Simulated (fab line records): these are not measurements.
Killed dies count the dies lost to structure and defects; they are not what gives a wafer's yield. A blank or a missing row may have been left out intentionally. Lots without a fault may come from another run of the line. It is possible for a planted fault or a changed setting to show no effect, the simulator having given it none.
Matching of chambers    flow n5 finfet    rie si-05 running N5_FIN_SAQP_MANDREL2_REMOVE_60: 4 sister chambers
The step chemistry HBr/Cl2/O2, target a-Si, stops on SiNx, bt time 10 s. 7 wafers are shown with their chamber, then 7 later ones without.

WAFERS WITH THEIR CHAMBER
wafer   chamber  drypump motor current A (A)  throttle valve pct (%)
L074.2  0        5.8                          35.9
L079.2  2        5.5                          36.5
L079.4  1        5.0                          36.4
L079.5  3        5.1                          36.7
L079.6  2        5.5                          36.5
L087.1  1        5.1                          36.3
L087.4  3        5.1                          36.6

WAFERS WITH NO CHAMBER GIVEN
wafer   drypump motor current A (A)  throttle valve pct (%)
L087.6  5.1                          36.4
L094.1  5.8                          35.9
L094.4  5.6                          36.5
L094.5  5.8                          35.9
L095.1  5.8                          35.9
L095.3  5.6                          36.5
L095.6  5.6                          36.5

EACH ONE'S CHAMBER
wafer   from the rows above  in truth
L087.6  1                    1
L094.1  0                    0
L094.4  2                    2
L094.5  0                    0
L095.1  0                    0
L095.3  2                    2
L095.6  2                    2
Correctly placed: 7 of 7. Number that these rows cannot place: 0. Number placed wrongly: 0.
How it was worked out, from the rows above alone: a wafer's distance from a chamber is the root of the sum, over the readings, of the square of ((its reading less the chamber's mean) divided by the reading's scatter). If the next closest chamber is less than 2 further off than the closest, the wafer can't be placed; otherwise it belongs to the closest. The mean given for a chamber averages the wafers shown for that chamber. The scatter is the square root of a quotient: the sum, over the shown wafers, of each reading's squared deviation from its chamber's mean, divided by wafers minus chambers.
